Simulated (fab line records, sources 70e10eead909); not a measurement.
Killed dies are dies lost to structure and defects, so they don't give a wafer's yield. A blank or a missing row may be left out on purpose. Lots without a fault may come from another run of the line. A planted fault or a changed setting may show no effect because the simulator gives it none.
Which tool did it? | flow nand_harc | 13 lots, 39 wafers sampled, at 5 steps of a route of 1159

WHAT THE GAUGES READ, wafer by wafer
NHARC_P_GATE_CD_MEAS_91: target cd 2000 nm. Usual: cd_nm 2000.2 nm, standard deviation 2.1.
lot  | measured     | on        | cd_nm (nm)           | flag
L132 | day 5 03:40  | cd_sem-01 | 2000.1 2002.8 2002.2 |
L133 | day 5 12:52  | cd_sem-02 | 2001.1 2001.4 1999.4 |
L137 | day 6 09:57  | cd_sem-02 | 2000.5 2000.7 2000.8 |
L136 | day 6 10:50  | cd_sem-02 | 2001.9 2005.3 2003.7 |
L139 | day 6 21:36  | cd_sem-02 | 1999.5 1996.2 1999.2 |
L140 | day 7 08:34  | cd_sem-02 | 1998.2 1999.6 1998.7 |
L141 | day 7 09:19  | cd_sem-01 | 2002.8 1999.6 2001.5 |
L143 | day 7 21:46  | cd_sem-03 | 2001.1 2001.0 2001.3 |
L142 | day 7 22:02  | cd_sem-01 | 2004.6 1997.8 2001.9 |
L146 | day 8 20:54  | cd_sem-02 | 1999.4 2000.2 1998.9 |
L148 | day 9 01:36  | cd_sem-02 | 1999.5 1999.2 2000.8 |
L151 | day 10 01:22 | cd_sem-02 | 1999.0 1999.2 1997.1 |
L154 | day 10 22:41 | cd_sem-02 | 1999.9 1997.4 2000.9 |

NHARC_P_GATE_INSPECT_68. Usual: raw_defect_count 206, standard deviation 82.
lot  | measured     | on                | raw_defect_count | flag
L132 | day 5 06:50  | defect_inspect-01 | 394 429 211      |
L133 | day 5 15:57  | defect_inspect-02 | 162 215 171      |
L137 | day 6 13:19  | defect_inspect-01 | 128 147 108      |
L136 | day 6 14:38  | defect_inspect-01 | 151 118 161      |
L139 | day 7 00:42  | defect_inspect-01 | 327 298 303      |
L140 | day 7 11:40  | defect_inspect-01 | 117 109 139      |
L141 | day 7 12:23  | defect_inspect-01 | 223 265 128      |
L143 | day 8 00:52  | defect_inspect-01 | 201 294 129      |
L142 | day 8 01:16  | defect_inspect-01 | 175 151 119      |
L146 | day 9 00:02  | defect_inspect-01 | 81 160 134       |
L148 | day 9 05:15  | defect_inspect-02 | 142 563 207      |
L151 | day 10 04:37 | defect_inspect-02 | 186 131 217      |
L154 | day 11 02:16 | defect_inspect-01 | 128 122 315      |

NHARC_END_SORT_01. Usual: defect_limited_yield 95.4 %, standard deviation 1.8; killed_at_array 27, standard deviation 11; killed_at_other 0.7, standard deviation 1.1; killed_at_periphery 3.4, standard deviation 2.1; killed_dies 31, standard deviation 12; killed_open 3.6, standard deviation 2; killed_short 2.0, standard deviation 1.3; sort_bin_2_pct 1.5 %, standard deviation 0.71; sort_bin_3_pct 0.25 %, standard deviation 0.22; sort_bin_4_pct 2.9 %, standard deviation 1.2; sort_n_pass 646, standard deviation 12; sort_rim_yield_pct 95.0 %, standard deviation 2.5; sort_yield_pct 95.4 %, standard deviation 1.8.
lot  | measured     | on        | defect_limited_yield (%) | killed_at_array | killed_at_other | killed_at_periphery | killed_dies | killed_open | killed_short | sort_bin_2_pct (%) | sort_bin_3_pct (%) | sort_bin_4_pct (%) | sort_n_pass | sort_rim_yield_pct (%) | sort_yield_pct (%) | flag
L143 | day 21 18:23 | prober-01 | 0 0 0                    | 39 36 34        | 1 0 0           | 637 641 643         | 677 677 677 | 2 6 5       | 2 3 2        | 94.8 95.7 96.2     | 0.59 0.30 0.30     | 4.6 4.0 3.5        | 0 0 0       | 0 0 0                  | 0 0 0              | OFF
L148 | day 23 12:23 | prober-02 | 0 0 0                    | 37 45 31        | 1 0 0           | 639 632 646         | 677 677 677 | 7 2 3       | 4 2 2        | 95.3 96.0 96.6     | 0.59 0.44 0.74     | 4.1 3.5 2.7        | 0 0 0       | 0 0 0                  | 0 0 0              | OFF
L151 | day 23 20:10 | prober-02 | 0 0 0                    | 24 37 22        | 0 0 1           | 653 640 654         | 677 677 677 | 3 2 5       | 1 6 2        | 96.5 96.0 97.0     | 0.15 0.44 0.15     | 3.4 3.5 2.8        | 0 0 0       | 0 0 0                  | 0 0 0              | OFF

WHICH TOOL RAN EACH LOT (tool, then ch and the chambers of the sampled wafers, then the start)
lot  | NHARC_P_GATE_RTA_64              | NHARC_P_M0_DEP_00
L132 | rtp_anneal-02 ch 0, day 5 05:38  | pecvd-04 ch 0,2, day 5 22:49
L133 | rtp_anneal-01 ch 0, day 5 14:41  | pecvd-04 ch 0,2, day 6 09:38
L137 | rtp_anneal-01 ch 0, day 6 11:46  | pecvd-01 ch 1,2, day 6 21:54
L136 | rtp_anneal-02 ch 0, day 6 13:01  | pecvd-01 ch 0,1,2, day 6 22:53
L139 | rtp_anneal-02 ch 0, day 6 23:30  | pecvd-04 ch 0,1,2, day 7 05:54
L140 | rtp_anneal-01 ch 0, day 7 10:24  | pecvd-03 ch 0,1, day 7 19:26
L141 | rtp_anneal-02 ch 0, day 7 11:09  | pecvd-01 ch 1,2, day 7 20:02
L143 | rtp_anneal-01 ch 0, day 7 23:35  | pecvd-01 ch 0,1,2, day 8 11:37
L142 | rtp_anneal-02 ch 0, day 7 23:52  | pecvd-03 ch 0,1,2, day 8 11:20
L146 | rtp_anneal-02 ch 0, day 8 22:44  | pecvd-03 ch 1,2, day 9 07:32
L148 | rtp_anneal-02 ch 0, day 9 03:38  | pecvd-03 ch 0,1,2, day 9 12:36
L151 | rtp_anneal-01 ch 0, day 10 03:20 | pecvd-03 ch 0,1, day 10 09:30
L154 | rtp_anneal-02 ch 0, day 11 00:29 | pecvd-01 ch 1,2, day 11 12:05
- NHARC_P_GATE_RTA_64: time 1 s.
- NHARC_P_M0_DEP_00: deposits SiOC, target thk 150 nm.

WHAT THE TOOLS THEMSELVES READ (means of the sampled wafers that have a number; where no wafer has one, the mark that the record gives instead)
NHARC_P_GATE_RTA_64. Usual: lamp_power_pct 32.8 %, standard deviation 1.6; lamp_zone_7_pct 33.2 %, standard deviation 1.6; wafer_temp_C_max 1056.8, standard deviation 1.4.
lot  | tool          | lamp_power_pct (%) | lamp_zone_7_pct (%) | wafer_temp_C_max | flag
L132 | rtp_anneal-02 | 31.3               | 31.7                | 1056.9           |
L133 | rtp_anneal-01 | 34.5               | 34.9                | 1057.7           |
L137 | rtp_anneal-01 | 34.4               | 34.9                | 1058.2           |
L136 | rtp_anneal-02 | 31.3               | 31.7                | 1056.5           |
L139 | rtp_anneal-02 | 31.3               | 31.7                | 1056.0           |
L140 | rtp_anneal-01 | 34.4               | 34.9                | 1058.2           |
L141 | rtp_anneal-02 | 31.3               | 31.7                | 1056.1           |
L143 | rtp_anneal-01 | 34.4               | 34.8                | 1057.5           |
L142 | rtp_anneal-02 | 31.3               | 31.7                | 1055.2           |
L146 | rtp_anneal-02 | 31.3               | 31.7                | 1055.8           |
L148 | rtp_anneal-02 | 31.3               | 31.7                | 1056.3           |
L151 | rtp_anneal-01 | 34.4               | 34.9                | 1057.5           |
L154 | rtp_anneal-02 | 31.3               | 31.7                | 1056.5           |

NHARC_P_M0_DEP_00. Usual: rf_fwd_power_W 598.0 W, standard deviation 1.7.
lot  | tool     | rf_fwd_power_W (W) | flag
L132 | pecvd-04 | 598.5              |
L133 | pecvd-04 | 599.1              |
L137 | pecvd-01 | 598.9              |
L136 | pecvd-01 | 597.2              |
L139 | pecvd-04 | 597.4              |
L140 | pecvd-03 | 598.5              |
L141 | pecvd-01 | 597.8              |
L143 | pecvd-01 | 598.1              |
L142 | pecvd-03 | 598.9              |
L146 | pecvd-03 | 598.0              |
L148 | pecvd-03 | 598.6              |
L151 | pecvd-03 | 599.3              |
L154 | pecvd-01 | 596.2              |

THE ANSWER, worked out from the rows above alone
Rule: a lot is off if the mean of its wafers that have a number lies more than 3 standard deviations from the usual mean. A lot without any number at a reading at which 4 lots or more have one is off too. The other lots that the step has rows for count as sound. The gauges are gone through in route order, then the tools' own readings, and for those a lot's mean is taken as printed above. The first step at which some lot is off is used, and at that step the reading that is off furthest; a lot without a number counts as furthest.
Off: L143, L148, L151, at NHARC_END_SORT_01 (killed_at_periphery). Neither off nor sound, because the step has no rows for them: L132, L133, L137, L136, L139, L140, L141, L142, L146, L154.
A tool fits if, at a process step before that reading, it ran every lot that is off, and no sound lot after the first of them. The gauges at NHARC_END_SORT_01 are tried like those tools. None of those tried fits.

WHAT THE SIMULATOR HAD PUT IN
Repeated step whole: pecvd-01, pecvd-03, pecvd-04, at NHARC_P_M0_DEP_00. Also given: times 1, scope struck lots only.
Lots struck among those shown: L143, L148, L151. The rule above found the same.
